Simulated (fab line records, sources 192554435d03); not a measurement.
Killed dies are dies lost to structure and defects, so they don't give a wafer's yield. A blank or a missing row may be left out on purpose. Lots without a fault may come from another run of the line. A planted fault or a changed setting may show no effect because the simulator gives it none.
Chamber matching | flow n5_finfet | N5_BEOL_M2_ETCH_69 on rie_diel-02: 4 sister chambers
The step etches SiARC in CF4, target depth 15.6 nm, time 26 s. 8 wafers are shown with their chamber, then 12 later ones without.

WAFERS WITH THEIR CHAMBER
wafer  | chamber | etch_rf_on_time_s (s) | showerhead_plenum_p_Torr (Torr)
L086.1 | 1       | 25.7                  | 2.02
L086.2 | 2       | 26.0                  | 2.05
L091.1 | 1       | 25.2                  | 2.27
L091.2 | 3       | 27.0                  | 2.20
L091.3 | 0       | 25.5                  | 2.16
L091.4 | 2       | 25.6                  | 2.04
L091.5 | 3       | 27.2                  | 2.20
L091.6 | 0       | 25.3                  | 2.16

WAFERS WITHOUT THEIR CHAMBER
wafer  | etch_rf_on_time_s (s) | showerhead_plenum_p_Torr (Torr)
L093.4 | 24.7                  | 2.27
L093.5 | 25.4                  | 2.16
L093.6 | 25.0                  | 2.27
L094.1 | 25.9                  | 2.04
L094.3 | 25.1                  | 2.27
L094.5 | 26.0                  | 2.16
L095.3 | 25.4                  | 2.16
L095.4 | 24.9                  | 2.27
L095.5 | 25.8                  | 2.04
L096.3 | 25.2                  | 2.27
L096.5 | 25.8                  | 2.04
L096.6 | 26.7                  | 2.19

WHICH CHAMBER EACH WENT THROUGH
wafer  | from the rows above          | in truth
L093.4 | can't be placed: 0 or 1      | 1
L093.5 | can't be placed: 0 or 1      | 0
L093.6 | can't be placed: 0 or 1      | 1
L094.1 | can't be placed: 2 or 1      | 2
L094.3 | can't be placed: 0 or 1      | 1
L094.5 | can't be placed: 2 or 1 or 0 | 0
L095.3 | can't be placed: 0 or 1      | 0
L095.4 | can't be placed: 0 or 1      | 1
L095.5 | can't be placed: 2 or 1      | 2
L096.3 | can't be placed: 0 or 1      | 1
L096.5 | can't be placed: 2 or 1      | 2
L096.6 | 3                            | 3
Placed correctly: 1 of 12. Can't be placed from these rows: 11 (the true chamber is among the candidates in 11). Placed wrongly: 0.
How it was worked out, from the rows above alone: a wafer's distance from a chamber is the root of the sum, over the readings, of the square of ((its reading less the chamber's mean) divided by the reading's scatter). The wafer belongs to the nearest chamber; if the next one is less than 2 further off, it can't be placed. A chamber's mean is the mean of its shown wafers. The scatter: the root of (the sum of the squares of (reading less its chamber's mean) over the shown wafers, divided by (wafers less chambers)).
